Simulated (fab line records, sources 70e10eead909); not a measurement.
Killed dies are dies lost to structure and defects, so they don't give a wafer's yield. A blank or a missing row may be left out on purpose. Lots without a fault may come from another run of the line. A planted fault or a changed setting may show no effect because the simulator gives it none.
A struck lot beside a sound one | flow nand_harc | 15 steps out of a route of 1302
Sound: wafers L557.2, L557.4, L557.5. Struck: wafers L567.1, L567.5, L567.6. The cause comes at the end.
At each step with rows: each side's tool, then ch and its chambers, then its first start. Under that, the readings that differ: sound wafers | struck wafers | difference of the means | sigmas: that difference in standard deviations of wafers without a fault.
alike: readings whose means differ by less than 2 such deviations, and words and numbers that are the same on both sides. not compared: withheld readings, readings that some wafer has no value for, bounds like >300 that may hide the same value, and numbers for which the record gives no deviation and whose values overlap.
The two part at a step that has a row with sigmas, a row that says differs or no value, or rows on one side only. Numbers that don't overlap but have no deviation are shown without sigmas and don't part them. A reading that every wafer of one side lacks parts them only if that side has two wafers or more.

first, 1 step without rows for these wafers: NHARC_A_ONON_D1_DEP_03 (target thk 1000 nm).
NHARC_A_ONON_D1_THK_MEAS_05: measures by ellipsometry.
  sound on film_metro-01, day 10 05:06; struck on film_metro-01, day 14 21:26
  alike: thk_nm
then, 1 step without rows for these wafers: NHARC_A_ONON_D1_DEP_06 (target thk 1000 nm).
NHARC_A_ONON_D1_THK_MEAS_08: measures by ellipsometry.
  sound on film_metro-01, day 10 05:40; struck on film_metro-02, day 14 22:01
  alike: thk_nm
then, 1 step without rows for these wafers: NHARC_A_ONON_D1_DEP_09 (target thk 1000 nm).
NHARC_A_ONON_D1_THK_MEAS_11: measures by ellipsometry.
  sound on film_metro-02, day 10 06:14; struck on film_metro-01, day 14 22:35
  reading     | sound          | struck      | difference | sigmas
  thk_nm (nm) | 1012 1011 1012 | 984 985 984 | -27        | -3
then, 1 step without rows for these wafers: NHARC_A_ONON_D1_DEP_12 (target thk 1000 nm).
NHARC_A_ONON_D1_THK_MEAS_14: measures by ellipsometry.
  sound on film_metro-02, day 10 06:48; struck on film_metro-02, day 14 23:08
  alike: thk_nm
then, 2 steps without rows for these wafers: NHARC_A_ONON_D1_ANNEAL_15 (time 3600 s); NHARC_A_ONON_D1_DEP_16 (target thk 1000 nm).
NHARC_A_ONON_D1_THK_MEAS_18: measures by ellipsometry.
  sound on film_metro-02, day 10 18:04; struck on film_metro-02, day 15 06:55
  alike: thk_nm
NHARC_A_ONON_D1_DEP_19: target thk 1000 nm.
  sound on pecvd_onon-04 ch 0, day 10 18:11; struck on pecvd_onon-01 ch 0, day 15 06:58
NHARC_A_ONON_D1_THK_MEAS_21: measures by ellipsometry.
  sound on film_metro-02, day 10 18:38; struck on film_metro-02, day 15 07:28
  reading     | sound          | struck      | difference | sigmas
  thk_nm (nm) | 1019 1017 1018 | 692 691 691 | -327       | -33
then, 1 step without rows for these wafers: NHARC_A_ONON_D1_DEP_22 (target thk 1000 nm).
-- the record jumps here: 16 days lie between the struck wafers' starts before and after (it left off in module A_ONON_D1 and takes up again in module END, whose first step shown is number 1302 of the route) --
NHARC_END_SORT_01:
  sound on prober-01 ch 0, day 27 07:58; struck on prober-02 ch 0, day 31 06:45
  reading         | sound    | struck      | difference | sigmas
  killed_at_array | 35 30 33 | 675 676 674 | +642       | +38
  killed_dies     | 39 31 35 | 677 677 677 | +642       | +40
  alike: killed_at_other, killed_at_periphery, killed_open, killed_short

WHERE THEY PART
First at NHARC_A_ONON_D1_THK_MEAS_11; last, within this record, at NHARC_END_SORT_01.

WHY: what the simulator had put in
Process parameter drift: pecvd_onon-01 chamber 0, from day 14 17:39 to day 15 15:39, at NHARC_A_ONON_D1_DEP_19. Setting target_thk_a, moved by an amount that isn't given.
